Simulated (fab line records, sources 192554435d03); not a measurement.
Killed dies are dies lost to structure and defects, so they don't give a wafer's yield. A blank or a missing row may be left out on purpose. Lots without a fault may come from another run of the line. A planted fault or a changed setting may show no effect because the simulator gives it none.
Which tool did it? | flow n5_finfet | 9 lots, 27 wafers sampled, at 5 steps of a route of 1938

WHAT THE GAUGES READ, wafer by wafer
N5_BEOL_M4_RC_MEAS_101. Usual: DIBL_N 36.5 mV/V, standard deviation 1.4; DIBL_P 36.6 mV/V, standard deviation 1.6; IOFF_N 0.160 nA/um, standard deviation 0.024; IOFF_P 0.217 nA/um, standard deviation 0.029; ION_N 674 uA/um, standard deviation 8.7; ION_P 464 uA/um, standard deviation 6.5; SS_N 71.6 mV/dec, standard deviation 0.47; SS_P 73.4 mV/dec, standard deviation 0.57; VT_N 250.0 mV, standard deviation 2.5; VT_P -250 mV, standard deviation 3.1.
lot  | measured     | on        | DIBL_N (mV/V)  | DIBL_P (mV/V)  | IOFF_N (nA/um)    | IOFF_P (nA/um)    | ION_N (uA/um) | ION_P (uA/um) | SS_N (mV/dec)  | SS_P (mV/dec)  | VT_N (mV)         | VT_P (mV)      | flag
L594 | day 7 23:13  | prober-02 | 38.0 39.3 36.9 | 37.7 38.8 36.6 | 0.172 0.190 0.149 | 0.236 0.250 0.218 | 676 676 673   | 466 466 468   | 71.7 72.2 71.5 | 72.8 73.7 73.6 | 250.4 247.5 252.5 | -248 -247 -250 |
L602 | day 10 11:13 | prober-01 | 36.3 37.1 38.0 | 37.3 37.9 39.2 | 0.169 0.187 0.207 | 0.261 0.267 0.290 | 678 673 698   | 474 474 478   | 71.1 72.0 72.2 | 74.2 73.4 73.8 | 248.6 245.1 245.8 | -245 -243 -242 |
L603 | day 10 18:02 | prober-02 | 37.6 36.8 37.5 | 35.3 35.0 35.5 | 0.178 0.151 0.163 | 0.218 0.203 0.220 | 685 678 677   | 465 468 466   | 71.5 71.1 71.2 | 72.5 73.8 73.2 | 247.7 249.4 249.3 | -250 -251 -248 |
L608 | day 11 20:25 | prober-02 | 36.8 36.1 36.4 | 37.4 36.8 36.4 | 0.157 0.154 0.155 | 0.227 0.219 0.219 | 668 678 678   | 458 468 469   | 72.0 71.6 70.4 | 74.0 73.4 73.7 | 251.6 250.2 251.5 | -247 -249 -249 |
L612 | day 12 14:25 | prober-01 | 36.7 36.8 35.0 | 38.8 39.0 36.9 | 0.167 0.173 0.146 | 0.226 0.231 0.194 | 666 669 672   | 463 459 460   | 72.0 71.6 71.7 | 74.2 73.8 73.3 | 249.4 250.7 250.6 | -253 -250 -252 |
L613 | day 13 00:58 | prober-02 | 36.2 35.5 36.5 | 36.9 36.7 37.8 | 0.150 0.149 0.161 | 0.209 0.202 0.225 | 667 673 674   | 461 465 464   | 72.2 71.7 72.0 | 73.3 73.1 73.4 | 252.9 250.4 252.8 | -251 -252 -250 |
L615 | day 12 22:23 | prober-01 | 35.9 34.7 35.5 | 35.8 34.1 34.8 | 0.153 0.133 0.139 | 0.224 0.208 0.221 | 681 670 662   | 465 466 465   | 71.5 70.7 71.4 | 73.0 73.3 73.3 | 249.2 252.9 250.5 | -249 -246 -246 |
L616 | day 13 13:08 | prober-01 | 35.8 34.8 37.9 | 38.6 37.1 40.1 | 0.164 0.143 0.199 | 0.217 0.193 0.236 | 677 677 686   | 454 461 458   | 71.6 70.9 73.0 | 73.5 73.4 74.4 | 248.1 252.1 248.2 | -249 -250 -249 |
L617 | day 13 16:08 | prober-02 | 37.0 36.4 36.7 | 36.3 36.3 36.4 | 0.169 0.166 0.173 | 0.218 0.213 0.222 | 677 682 680   | 459 464 464   | 72.2 71.4 72.0 | 72.9 74.0 73.8 | 249.2 247.6 247.2 | -251 -252 -249 |

WHICH TOOL RAN EACH LOT (tool, then ch and the chambers of the sampled wafers, then the start)
lot  | N5_FIN_SAQP_MANDREL_ETCH_58     | N5_FIN_SAQP_ETCH_69               | N5_FIN_SAQP_SPACER2_ALD_28       | N5_FIN_SAQP_MANDREL2_REMOVE_60
L594 | rie_si-06 ch 0,2,3, day 2 01:44 | rie_diel-02 ch 0,1,3, day 2 02:16 | ald_sin-01 ch 0,1,2, day 2 02:35 | rie_si-04 ch 0,2,3, day 2 03:02
L602 | rie_si-06 ch 0,2,3, day 4 00:04 | rie_diel-06 ch 0,3, day 4 00:40   | ald_sin-03 ch 0,1,3, day 4 00:59 | rie_si-04 ch 2,3, day 4 01:23
L603 | rie_si-04 ch 0,1, day 4 07:08   | rie_diel-06 ch 1,2,3, day 4 07:40 | ald_sin-03 ch 0,2,3, day 4 07:58 | rie_si-02 ch 0,2,3, day 4 08:22
L608 | rie_si-04 ch 0,3, day 5 11:47   | rie_diel-06 ch 1,2, day 5 12:24   | ald_sin-01 ch 0,2,3, day 5 12:49 | rie_si-04 ch 0,1,3, day 5 13:14
L612 | rie_si-02 ch 0,1,2, day 6 13:08 | rie_diel-06 ch 0,3, day 6 13:40   | ald_sin-02 ch 0,3, day 6 13:58   | rie_si-04 ch 2,3, day 6 14:35
L613 | rie_si-02 ch 0,1,2, day 6 19:27 | rie_diel-06 ch 0,3, day 6 19:59   | ald_sin-01 ch 0,1,3, day 6 20:17 | rie_si-04 ch 1,2,3, day 6 20:52
L615 | rie_si-04 ch 0,2,3, day 7 06:38 | rie_diel-01 ch 0,1,3, day 7 07:15 | ald_sin-01 ch 0,1,2, day 7 07:33 | rie_si-06 ch 0,1,2, day 7 07:58
L616 | rie_si-02 ch 1,2,3, day 7 12:38 | rie_diel-01 ch 1,2,3, day 7 13:10 | ald_sin-03 ch 0,1,3, day 7 13:28 | rie_si-06 ch 0,2,3, day 7 13:52
L617 | rie_si-04 ch 0,1,2, day 7 18:08 | rie_diel-06 ch 2,3, day 7 18:44   | ald_sin-01 ch 1,2,3, day 7 19:34 | rie_si-06 ch 1,2, day 7 19:58
- N5_FIN_SAQP_MANDREL_ETCH_58: etches a-Si in HBr/Cl2, stops on SiNx, target depth 45 nm, bt time 10 s, time 27 s.
- N5_FIN_SAQP_ETCH_69: etches SOC in N2/H2, stops on SiNx, target depth 150 nm.
- N5_FIN_SAQP_SPACER2_ALD_28: deposits SiO2, target thk 8.1 nm, pulse time 1 s, purge time 2 s.
- N5_FIN_SAQP_MANDREL2_REMOVE_60: chemistry HBr/Cl2/O2, target a-Si, stops on SiNx, bt time 10 s.

WHAT THE TOOLS THEMSELVES READ (means of the sampled wafers that have a number; where no wafer has one, the mark that the record gives instead)
N5_FIN_SAQP_MANDREL_ETCH_58. Usual: bias_w 74.98 W, standard deviation 0.23; drypump_motor_current_A 5.6 A, standard deviation 0.45; oes_product_au 0.705 a.u., standard deviation 0.01; throttle_valve_pct 35.42 %, standard deviation 0.28.
lot  | tool      | bias_w (W) | drypump_motor_current_A (A) | oes_product_au (a.u.) | throttle_valve_pct (%) | flag
L594 | rie_si-06 | 75.28      | 5.3                         | 0.694                 | 35.57                  |
L602 | rie_si-06 | 74.85      | 5.3                         | 0.696                 | 35.57                  |
L603 | rie_si-04 | 74.85      | 5.5                         | 0.693                 | 34.99                  |
L608 | rie_si-04 | 75.14      | 5.9                         | 0.703                 | 35.39                  |
L612 | rie_si-02 | 75.04      | 5.6                         | 0.715                 | 35.39                  |
L613 | rie_si-02 | 74.91      | 5.6                         | 0.714                 | 35.38                  |
L615 | rie_si-04 | 74.90      | 5.7                         | 0.696                 | 35.46                  |
L616 | rie_si-02 | 75.01      | 5.6                         | 0.710                 | 35.55                  |
L617 | rie_si-04 | 75.15      | 5.5                         | 0.710                 | 35.24                  |

N5_FIN_SAQP_ETCH_69. Usual: bias_w 61.01 W, standard deviation 0.19; drypump_motor_current_A 5.8 A, standard deviation 0.48; oes_product_au 0.77 a.u., standard deviation 0.073; rf_vpp_V 241.2 V, standard deviation 1.4; showerhead_plenum_p_Torr 2.58 Torr, standard deviation 0.094; throttle_valve_pct 17.89 %, standard deviation 0.24.
lot  | tool        | bias_w (W) | drypump_motor_current_A (A) | oes_product_au (a.u.) | rf_vpp_V (V) | showerhead_plenum_p_Torr (Torr) | throttle_valve_pct (%) | flag
L594 | rie_diel-02 | 61.07      | 6.0                         | 0.75                  | 240.6        | 2.51                            | 17.74                  |
L602 | rie_diel-06 | 60.93      | 6.0                         | 0.71                  | 240.0        | 2.52                            | 18.07                  |
L603 | rie_diel-06 | 61.08      | 5.6                         | 0.74                  | 241.1        | 2.57                            | 18.06                  |
L608 | rie_diel-06 | 60.90      | 5.2                         | 0.70                  | 240.6        | 2.54                            | 17.98                  |
L612 | rie_diel-06 | 61.04      | 5.9                         | 0.88                  | 240.7        | 2.52                            | 17.80                  |
L613 | rie_diel-06 | 60.88      | 6.0                         | 0.88                  | 240.4        | 2.52                            | 17.80                  |
L615 | rie_diel-01 | 61.16      | 5.8                         | 0.79                  | 241.1        | 2.60                            | 17.79                  |
L616 | rie_diel-01 | 61.09      | 5.6                         | 0.78                  | 242.1        | 2.66                            | 17.86                  |
L617 | rie_diel-06 | 60.90      | 5.7                         | 0.74                  | 241.5        | 2.61                            | 18.20                  |

N5_FIN_SAQP_SPACER2_ALD_28. Usual: heater_power_w 450 W, standard deviation 48; precursor_pulse_height_rel 0.997, standard deviation 0.017; susceptor_temp_C 300.00 C, standard deviation 0.18.
lot  | tool       | heater_power_w (W) | precursor_pulse_height_rel | susceptor_temp_C (C) | flag
L594 | ald_sin-01 | 420                | 1.002                      | 300.05               |
L602 | ald_sin-03 | 414                | 1.013                      | 298.05               | OFF
L603 | ald_sin-03 | 434                | 0.998                      | 298.02               | OFF
L608 | ald_sin-01 | 466                | 0.993                      | 299.92               |
L612 | ald_sin-02 | 513                | 1.005                      | 300.05               |
L613 | ald_sin-01 | 453                | 1.010                      | 299.90               |
L615 | ald_sin-01 | 424                | 0.984                      | 299.97               |
L616 | ald_sin-03 | 414                | 1.010                      | 299.94               |
L617 | ald_sin-01 | 455                | 1.017                      | 300.03               |

N5_FIN_SAQP_MANDREL2_REMOVE_60. Usual: bias_w 21.99 W, standard deviation 0.058; drypump_motor_current_A 5.6 A, standard deviation 0.5; oes_product_au 1.013 a.u., standard deviation 0.013; throttle_valve_pct 36.56 %, standard deviation 0.3.
lot  | tool      | bias_w (W) | drypump_motor_current_A (A) | oes_product_au (a.u.) | throttle_valve_pct (%) | flag
L594 | rie_si-04 | 22.02      | 5.7                         | 1.003                 | 36.59                  |
L602 | rie_si-04 | 21.97      | 5.7                         | 1.004                 | 36.84                  |
L603 | rie_si-02 | 21.98      | 5.5                         | 1.025                 | 36.54                  |
L608 | rie_si-04 | 22.04      | 5.7                         | 1.016                 | 36.31                  |
L612 | rie_si-04 | 22.10      | 6.0                         | 1.003                 | 36.77                  |
L613 | rie_si-04 | 21.98      | 5.7                         | 0.998                 | 36.56                  |
L615 | rie_si-06 | 22.03      | 5.9                         | 1.021                 | 36.62                  |
L616 | rie_si-06 | 22.05      | 5.3                         | 1.004                 | 36.69                  |
L617 | rie_si-06 | 22.03      | 6.3                         | 1.015                 | 36.85                  |

THE ANSWER, worked out from the rows above alone
Rule: a lot is off if the mean of its wafers that have a number lies more than 3 standard deviations from the usual mean. A lot without any number at a reading at which 4 lots or more have one is off too. The other lots that the step has rows for count as sound. The gauges are gone through in route order, then the tools' own readings, and for those a lot's mean is taken as printed above. The first step at which some lot is off is used, and at that step the reading that is off furthest; a lot without a number counts as furthest.
Off: L602, L603, at N5_FIN_SAQP_SPACER2_ALD_28 (susceptor_temp_C).
A tool fits if, at that step or a process step before it, it ran every lot that is off, and no sound lot after the first of them. None of those tried fits.

WHAT THE SIMULATOR HAD PUT IN
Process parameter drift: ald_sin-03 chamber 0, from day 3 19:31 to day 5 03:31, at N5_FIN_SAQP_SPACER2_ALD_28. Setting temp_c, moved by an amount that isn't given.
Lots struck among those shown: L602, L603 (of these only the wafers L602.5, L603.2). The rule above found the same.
